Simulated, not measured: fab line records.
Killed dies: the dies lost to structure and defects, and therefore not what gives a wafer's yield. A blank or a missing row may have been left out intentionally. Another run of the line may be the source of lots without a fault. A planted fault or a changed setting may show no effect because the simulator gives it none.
Which tool did it? | flow n5Finfet | 23 wafers from 8 lots sampled at 4 of the route's 1938 steps

WHAT THE GAUGES READ, wafer by wafer
N5_SD_EPI_P_EPI_MEAS_23.
lot  | measured    | on           | thkNm (nm)
L383 | day 3 14:16 | filmMetro-01 | 62.9 61.9 64.1
L385 | day 4 03:43 | filmMetro-02 | 60.8 62.1 61.5
L387 | day 4 14:49 | filmMetro-02 | 58.9 63.6
L389 | day 5 03:17 | filmMetro-02 | 42.6 43.7 42.7
L390 | day 5 13:42 | filmMetro-02 | 45.1 44.4 44.5
L398 | day 7 10:02 | filmMetro-01 | 60.5 60.7 62.3
L401 | day 8 03:40 | filmMetro-01 | 61.5 59.0 64.0
L404 | day 8 22:08 | filmMetro-01 | 60.4 60.9 62.3

WHAT TOOL EACH LOT RAN ON (gives the tool, then ch and the chambers of the sampled wafers, and finally the start)
lot  | N5_SD_EPI_P_ETCH_36              | N5_SD_EPI_P_ETCH_16              | N5_SD_EPI_P_EPI_21
L383 | rieDiel-01 ch 0,1, day 3 10:03   | rieDiel-01 ch 0, day 3 11:16     | epiRpcvd-04 ch 0, day 3 12:26
L385 | rieDiel-05 ch 1,3, day 3 23:22   | rieDiel-05 ch 1,3, day 3 23:58   | epiRpcvd-04 ch 0, day 4 00:49
L387 | rieDiel-01 ch 0,1, day 4 11:19   | rieDiel-01 ch 0,1, day 4 11:53   | epiRpcvd-01 ch 0, day 4 13:41
L389 | rieDiel-02 ch 1,2,3, day 4 23:45 | rieDiel-02 ch 1,2,3, day 5 00:20 | epiRpcvd-04 ch 0, day 5 02:08
L390 | rieDiel-01 ch 2,3, day 5 10:11   | rieDiel-01 ch 2,3, day 5 10:46   | epiRpcvd-04 ch 0, day 5 12:13
L398 | rieDiel-05 ch 0,2,3, day 7 06:31 | rieDiel-05 ch 0,2,3, day 7 07:05 | epiRpcvd-03 ch 0, day 7 08:11
L401 | rieDiel-02 ch 0,2, day 7 23:52   | rieDiel-02 ch 0,2, day 8 00:43   | epiRpcvd-03 ch 0, day 8 02:32
L404 | rieDiel-01 ch 2,3, day 8 17:47   | rieDiel-01 ch 2,3, day 8 18:22   | epiRpcvd-03 ch 0, day 8 19:42
- N5_SD_EPI_P_ETCH_36: etches SiARC in CF4, target depth 45.5 nm, time 75.8 s.
- N5_SD_EPI_P_ETCH_16: etches SiO2 in CHF3/O2, target depth 5 nm.
- N5_SD_EPI_P_EPI_21: deposits SiGe:B, time 355 s.

THE ANSWER, worked out from the rows above alone
Rule: the lots themselves supply what counts as usual. The widest of any qualifying gaps counts: lots, ordered by their means at a reading, are off when they make up no more than a third of the lots, leave a main group of 4 or more, and stand apart from it by 3 or more times the standard deviation of that group's means. Not used: any main group whose means are identical at the precision the tables above print for the reading. A lot without any number at a reading at which 4 lots or more have one is off too. Any other lot the step has rows for is counted as sound.
Off: L389, L390 (N5_SD_EPI_P_EPI_MEAS_23, thkNm). Mean 61.6 nm and standard deviation 0.63 in the main group.
A tool fits if, at a process step before that reading, it ran every lot that is off, and no sound lot after the first of them. Gauges at N5_SD_EPI_P_EPI_MEAS_23: tried the same way as those tools. This does not decide it: 2 tools fit, namely epiRpcvd-04 at N5_SD_EPI_P_EPI_21 and filmMetro-02 at N5_SD_EPI_P_EPI_MEAS_23.

WHAT WAS PUT IN BY THE SIMULATOR
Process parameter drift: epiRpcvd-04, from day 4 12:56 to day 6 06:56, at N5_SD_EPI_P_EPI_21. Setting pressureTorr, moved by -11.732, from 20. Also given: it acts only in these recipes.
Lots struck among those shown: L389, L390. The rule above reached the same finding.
